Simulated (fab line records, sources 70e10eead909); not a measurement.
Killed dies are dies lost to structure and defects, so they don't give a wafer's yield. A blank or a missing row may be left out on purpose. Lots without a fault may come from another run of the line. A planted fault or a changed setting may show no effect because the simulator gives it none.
Which tool did it? | flow nand_harc | 15 lots, 45 wafers sampled, at 4 steps of a route of 1302

WHAT THE GAUGES READ, wafer by wafer
The record holds no reading of a measuring or inspecting step that can be judged against a usual standard deviation.

WHICH TOOL RAN EACH LOT (tool, then ch and the chambers of the sampled wafers, then the start)
lot  | NHARC_A_M1_PVD_20                       | NHARC_A_M1_ANNEAL_31             | NHARC_A_M1_PRE_CLEAN_32         | NHARC_A_BONDPAD_PEB_07
L324 | pvd_sputter-01, day 24 06:16 or earlier | rtp_anneal-01 ch 0, day 24 06:16 | pecvd-04 ch 0,1,2, day 24 07:05 | litho_track-02 ch 0, day 24 08:55
L322 | pvd_sputter-03, day 24 06:41 or earlier | rtp_anneal-02 ch 0, day 24 06:41 | pecvd-01 ch 1,2, day 24 07:34   | litho_track-05 ch 0, day 24 09:38
L323 | pvd_sputter-01, day 24 10:59 or earlier | rtp_anneal-01 ch 0, day 24 10:59 | pecvd-01 ch 1,2, day 24 11:53   | litho_track-02 ch 0, day 24 13:56
L321 | pvd_sputter-03, day 24 12:26 or earlier | rtp_anneal-01 ch 0, day 24 12:26 | pecvd-04 ch 0,2, day 24 13:19   | litho_track-02 ch 0, day 24 15:13
L325 | pvd_sputter-01, day 25 14:42 or earlier | rtp_anneal-01 ch 0, day 25 14:42 | pecvd-01 ch 1,2, day 25 15:34   | litho_track-02 ch 0, day 25 17:18
L326 | pvd_sputter-03, day 25 20:45 or earlier | rtp_anneal-02 ch 0, day 25 20:45 | pecvd-04 ch 0,2, day 25 21:37   | litho_track-02, day 25 23:13
L327 | pvd_sputter-02, day 26 01:02 or earlier | rtp_anneal-01 ch 0, day 26 01:02 | pecvd-04 ch 1,2, day 26 01:55   | litho_track-02, day 26 03:50
L330 | pvd_sputter-01, day 27 18:34 or earlier | rtp_anneal-02 ch 0, day 27 18:34 | pecvd-01 ch 1,2, day 27 19:28   | litho_track-05, day 27 21:07
L335 | pvd_sputter-03, day 29 16:25 or earlier | rtp_anneal-02 ch 0, day 29 16:25 | pecvd-01 ch 0,1,2, day 29 17:11 | litho_track-07 ch 0, day 29 18:55
L336 | pvd_sputter-01, day 30 04:59 or earlier | rtp_anneal-01 ch 0, day 30 04:59 | pecvd-02 ch 0,1,2, day 30 05:52 | litho_track-02 ch 0, day 30 07:39
L337 | pvd_sputter-02, day 30 11:50 or earlier | rtp_anneal-02 ch 0, day 30 11:50 | pecvd-02 ch 0,1, day 30 12:44   | litho_track-05 ch 0, day 30 14:28
L338 | pvd_sputter-03, day 31 02:19 or earlier | rtp_anneal-01 ch 0, day 31 02:19 | pecvd-02 ch 0,1, day 31 03:09   | litho_track-02 ch 0, day 31 04:55
L339 | pvd_sputter-01, day 31 09:04 or earlier | rtp_anneal-02 ch 0, day 31 09:04 | pecvd-04 ch 0,1,2, day 31 09:55 | litho_track-07 ch 0, day 31 11:41
L340 | pvd_sputter-03, day 31 13:29 or earlier | rtp_anneal-02 ch 0, day 31 13:29 | pecvd-01 ch 0,1,2, day 31 14:16 | litho_track-02 ch 0, day 31 16:00
L341 | pvd_sputter-01, day 31 22:08 or earlier | rtp_anneal-02 ch 0, day 31 22:08 | pecvd-04 ch 0,1, day 31 22:58   | litho_track-07 ch 0, day 32 00:37
- NHARC_A_M1_PVD_20: deposits TaN, target thk 5 nm, time 8.06 s.
- NHARC_A_M1_ANNEAL_31: time 90 s.
- NHARC_A_M1_PRE_CLEAN_32: time 12 s.
- NHARC_A_BONDPAD_PEB_07: peb time 80 s.

WHAT THE TOOLS THEMSELVES READ (means of the sampled wafers that have a number; where no wafer has one, the mark that the record gives instead)
NHARC_A_M1_PVD_20. Usual: throttle_valve_pct 29.4 %, standard deviation 0.85.
lot  | tool           | throttle_valve_pct (%) | flag
L324 | pvd_sputter-01 | 28.6                   |
L322 | pvd_sputter-03 | 29.9                   |
L323 | pvd_sputter-01 | 28.9                   |
L321 | pvd_sputter-03 | 29.9                   |
L325 | pvd_sputter-01 | 28.5                   |
L326 | pvd_sputter-03 | 30.0                   |
L327 | pvd_sputter-02 | 30.1                   |
L330 | pvd_sputter-01 | 28.3                   |
L335 | pvd_sputter-03 | 30.0                   |
L336 | pvd_sputter-01 | 28.4                   |
L337 | pvd_sputter-02 | 30.4                   |
L338 | pvd_sputter-03 | 29.3                   |
L339 | pvd_sputter-01 | 28.5                   |
L340 | pvd_sputter-03 | 29.5                   |
L341 | pvd_sputter-01 | 28.5                   |

NHARC_A_M1_ANNEAL_31. Usual: wafer_temp_C_max 226.3, standard deviation 0.34.
lot  | tool          | wafer_temp_C_max | flag
L324 | rtp_anneal-01 | 226.2            |
L322 | rtp_anneal-02 | 226.5            |
L323 | rtp_anneal-01 | 226.0            |
L321 | rtp_anneal-01 | 226.3            |
L325 | rtp_anneal-01 | 226.3            |
L326 | rtp_anneal-02 | 226.6            |
L327 | rtp_anneal-01 | 226.2            |
L330 | rtp_anneal-02 | 226.8            |
L335 | rtp_anneal-02 | 226.4            |
L336 | rtp_anneal-01 | 225.8            |
L337 | rtp_anneal-02 | 226.0            |
L338 | rtp_anneal-01 | 225.8            |
L339 | rtp_anneal-02 | 226.7            |
L340 | rtp_anneal-02 | 226.9            |
L341 | rtp_anneal-02 | 226.7            |

NHARC_A_M1_PRE_CLEAN_32. Usual: heater_power_w 614 W, standard deviation 74.
lot  | tool     | heater_power_w (W) | flag
L324 | pecvd-04 | 610                |
L322 | pecvd-01 | 560                |
L323 | pecvd-01 | 564                |
L321 | pecvd-04 | 693                |
L325 | pecvd-01 | 578                |
L326 | pecvd-04 | 652                |
L327 | pecvd-04 | 587                |
L330 | pecvd-01 | 604                |
L335 | pecvd-01 | 608                |
L336 | pecvd-02 | 602                |
L337 | pecvd-02 | 641                |
L338 | pecvd-02 | 583                |
L339 | pecvd-04 | 633                |
L340 | pecvd-01 | 618                |
L341 | pecvd-04 | 628                |

NHARC_A_BONDPAD_PEB_07. Usual: chill_plate_temp_C 22.99 C, standard deviation 0.11; exhaust_pa 44.9 Pa, standard deviation 0.78.
lot  | tool           | chill_plate_temp_C (C) | exhaust_pa (Pa) | flag
L324 | litho_track-02 | 23.02                  | 44.9            |
L322 | litho_track-05 | 22.93                  | 45.5            |
L323 | litho_track-02 | 23.08                  | 44.8            |
L321 | litho_track-02 | 23.05                  | 44.7            |
L325 | litho_track-02 | 22.79                  | 45.2            |
L326 | litho_track-02 | -                      | -               | OFF
L327 | litho_track-02 | -                      | -               | OFF
L330 | litho_track-05 | -                      | -               | OFF
L335 | litho_track-07 | 22.87                  | 43.9            |
L336 | litho_track-02 | 23.02                  | 44.0            |
L337 | litho_track-05 | 23.09                  | 44.3            |
L338 | litho_track-02 | 23.16                  | 45.5            |
L339 | litho_track-07 | 23.15                  | 45.3            |
L340 | litho_track-02 | 22.96                  | 44.8            |
L341 | litho_track-07 | 23.04                  | 45.2            |

THE ANSWER, worked out from the rows above alone
Rule: a lot is off if the mean of its wafers that have a number lies more than 3 standard deviations from the usual mean. A lot without any number at a reading at which 4 lots or more have one is off too. The other lots that the step has rows for count as sound. The gauges are gone through in route order, then the tools' own readings, and for those a lot's mean is taken as printed above. The first step at which some lot is off is used, and at that step the reading that is off furthest; a lot without a number counts as furthest.
Off: L326, L327, L330, at NHARC_A_BONDPAD_PEB_07 (chill_plate_temp_C). Without a number there: L326, L327, L330.
A tool fits if, at that step or a process step before it, it ran every lot that is off, and no sound lot after the first of them. NHARC_A_M1_PVD_20 gives no start for some lots, so the hours and the order of its lots are those of NHARC_A_M1_ANNEAL_31. None of those tried fits.

WHAT THE SIMULATOR HAD PUT IN
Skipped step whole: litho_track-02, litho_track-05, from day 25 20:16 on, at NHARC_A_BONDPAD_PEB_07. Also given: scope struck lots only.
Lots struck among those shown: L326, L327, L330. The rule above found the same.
